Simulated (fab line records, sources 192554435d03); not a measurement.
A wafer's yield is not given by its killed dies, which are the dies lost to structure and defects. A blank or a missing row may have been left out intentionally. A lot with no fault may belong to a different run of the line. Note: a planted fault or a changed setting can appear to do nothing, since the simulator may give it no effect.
Which tool did it? :: flow n5Finfet :: 12 lots with 36 wafers sampled at 2 steps, on a route of 1938 steps

WHAT THE GAUGES READ, wafer by wafer
N5_BEOL_M2_INSPECT_13: inspects for defects (brightfield).
lot: L074
measured: day 7 15:45
on: defectInspect-01
rawDefectCount: 328 263 419

lot: L078
measured: day 7 18:26
on: defectInspect-02
rawDefectCount: 369 386 313

lot: L076
measured: day 8 08:43
on: defectInspect-02
rawDefectCount: 373 410 276

lot: L081
measured: day 8 14:32
on: defectInspect-01
rawDefectCount: 475 652 538

lot: L083
measured: day 9 00:34
on: defectInspect-02
rawDefectCount: 323 464 409

lot: L085
measured: day 9 10:53
on: defectInspect-02
rawDefectCount: 535 551 493

lot: L087
measured: day 10 03:11
on: defectInspect-02
rawDefectCount: 444 418 380

lot: L089
measured: day 10 12:47
on: defectInspect-02
rawDefectCount: 555 494 362

lot: L091
measured: day 11 03:07
on: defectInspect-01
rawDefectCount: 525 408 446

lot: L092
measured: day 11 09:07
on: defectInspect-02
rawDefectCount: 322 421 413

lot: L096
measured: day 11 22:10
on: defectInspect-02
rawDefectCount: 401 550 449

lot: L097
measured: day 12 07:02
on: defectInspect-01
rawDefectCount: 512 447 373

TOOL THAT RAN EACH LOT (tool first, then ch and the chambers of the sampled wafers, then the start)
lot: L074
N5_BEOL_M1_SPUTTER_48: pvdSputter-03, day 7 10:31

lot: L078
N5_BEOL_M1_SPUTTER_48: pvdSputter-03, day 7 13:19

lot: L076
N5_BEOL_M1_SPUTTER_48: pvdSputter-02, day 8 05:01

lot: L081
N5_BEOL_M1_SPUTTER_48: pvdSputter-03, day 8 11:01

lot: L083
N5_BEOL_M1_SPUTTER_48: pvdSputter-01, day 8 18:53

lot: L085
N5_BEOL_M1_SPUTTER_48: pvdSputter-01, day 9 05:17

lot: L087
N5_BEOL_M1_SPUTTER_48: pvdSputter-02, day 9 22:12

lot: L089
N5_BEOL_M1_SPUTTER_48: pvdSputter-02, day 10 08:21

lot: L091
N5_BEOL_M1_SPUTTER_48: pvdSputter-03, day 10 21:11

lot: L092
N5_BEOL_M1_SPUTTER_48: pvdSputter-01, day 11 04:21

lot: L096
N5_BEOL_M1_SPUTTER_48: pvdSputter-01, day 11 18:25

lot: L097
N5_BEOL_M1_SPUTTER_48: pvdSputter-02, day 12 03:00
- N5_BEOL_M1_SPUTTER_48: material Cu, target thk 4.5 nm, time 8.29 s.

THE ANSWER, worked out from the rows above alone
Rule: usual is defined by the lots themselves. Put in order of their means at a reading, lots are off if they are a third of the lots or fewer, leave a main group of 4 or more, and stand apart from it by a gap of 3 or more times the standard deviation of the main group's means; of several such gaps the widest counts. If all means in a main group match to the digits the tables above print for the reading, that group is not used. A lot without any number at a reading at which 4 lots or more have one is off too. All remaining lots with rows at the step are treated as sound.
No lot is off at any reading shown: from this, nothing can be told.

WHAT THE SIMULATOR HAD INSERTED
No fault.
